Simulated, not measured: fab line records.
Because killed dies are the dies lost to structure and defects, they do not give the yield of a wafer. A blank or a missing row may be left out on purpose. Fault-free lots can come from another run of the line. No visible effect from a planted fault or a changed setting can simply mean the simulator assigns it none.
Matching of chambers + flow n5-finfet + ald-metal-01 running N5_BEOL_M6_ALD_77: 4 sister chambers
The step deposits TaN, target thk 2 nm, pulse time 2 s, purge time 3 s. 20 wafers are shown with their chamber, then 10 later ones without.

WAFERS PAIRED WITH THEIR CHAMBERS
| wafer  | chamber | heater-power-w (W) | susceptor-temp-C (C) |
|--------|---------|--------------------|----------------------|
| L075.2 | 0       | 379                | 275.31               |
| L075.3 | 1       | 417                | 275.11               |
| L075.5 | 2       | 370                | 274.73               |
| L078.2 | 3       | 412                | 274.79               |
| L078.3 | 0       | 376                | 274.77               |
| L078.6 | 0       | 368                | 275.22               |
| L081.2 | 1       | 420                | 275.18               |
| L081.5 | 1       | 410                | 275.05               |
| L081.6 | 2       | 379                | 275.07               |
| L083.4 | 0       | 373                | 275.14               |
| L083.5 | 0       | 366                | 274.74               |
| L083.6 | 3       | 417                | 274.76               |
| L085.1 | 2       | 371                | 275.06               |
| L085.4 | 0       | 373                | 275.08               |
| L085.5 | 2       | 382                | 274.77               |
| L087.1 | 0       | 368                | 274.87               |
| L087.2 | 1       | 431                | 275.41               |
| L087.3 | 3       | 405                | 274.80               |
| L091.1 | 2       | 382                | 274.91               |
| L091.3 | 3       | 418                | 275.16               |

SIGNATURES (means of the wafers above)
| reading          | chamber 0 | chamber 1 | chamber 2 | chamber 3 | scatter within a chamber |
|------------------|-----------|-----------|-----------|-----------|--------------------------|
| heater-power-w   | 371.86    | 419.50    | 376.80    | 413.00    | 6.17                     |
| susceptor-temp-C | 275.0186  | 275.1875  | 274.9080  | 274.8775  | 0.192                    |
Rule: for a wafer and a chamber, the distance is found by dividing, reading by reading, the gap between the wafer's reading and the chamber's mean by the reading's scatter, squaring, summing and taking the root. The wafer belongs to the nearest chamber; if the next one is less than 2 further off, it can't be placed. The scatter: take each reading less its chamber's mean, square it, sum over the shown wafers, divide by the number of wafers less the number of chambers, and take the root.

WAFERS WITH NO CHAMBER GIVEN
| wafer  | heater-power-w (W) | susceptor-temp-C (C) |
|--------|--------------------|----------------------|
| L091.6 | 386                | 274.79               |
| L090.1 | 432                | 274.95               |
| L090.2 | 404                | 274.82               |
| L090.3 | 382                | 274.88               |
| L094.2 | 389                | 275.11               |
| L094.3 | 412                | 275.22               |
| L094.6 | 404                | 275.06               |
| L097.2 | 377                | 274.78               |
| L097.3 | 385                | 274.90               |
| L097.5 | 417                | 275.49               |

WHICH CHAMBER EACH WENT THROUGH
| wafer  | from the rows above          | in truth |
|--------|------------------------------|----------|
| L091.6 | can't be placed: 2 or 0      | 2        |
| L090.1 | can't be placed: 1 or 3      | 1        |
| L090.2 | can't be placed: 3 or 1      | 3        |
| L090.3 | can't be placed: 2 or 0      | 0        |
| L094.2 | can't be placed: 2 or 0 or 3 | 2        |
| L094.3 | can't be placed: 1 or 3      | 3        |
| L094.6 | can't be placed: 3 or 1      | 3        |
| L097.2 | can't be placed: 2 or 0      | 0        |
| L097.3 | can't be placed: 2 or 0      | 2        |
| L097.5 | can't be placed: 1 or 3      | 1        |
Correct placement for 0 of the 10. These rows do not allow placing 10 (true chamber among the candidates in 10). Number placed wrongly: 0.
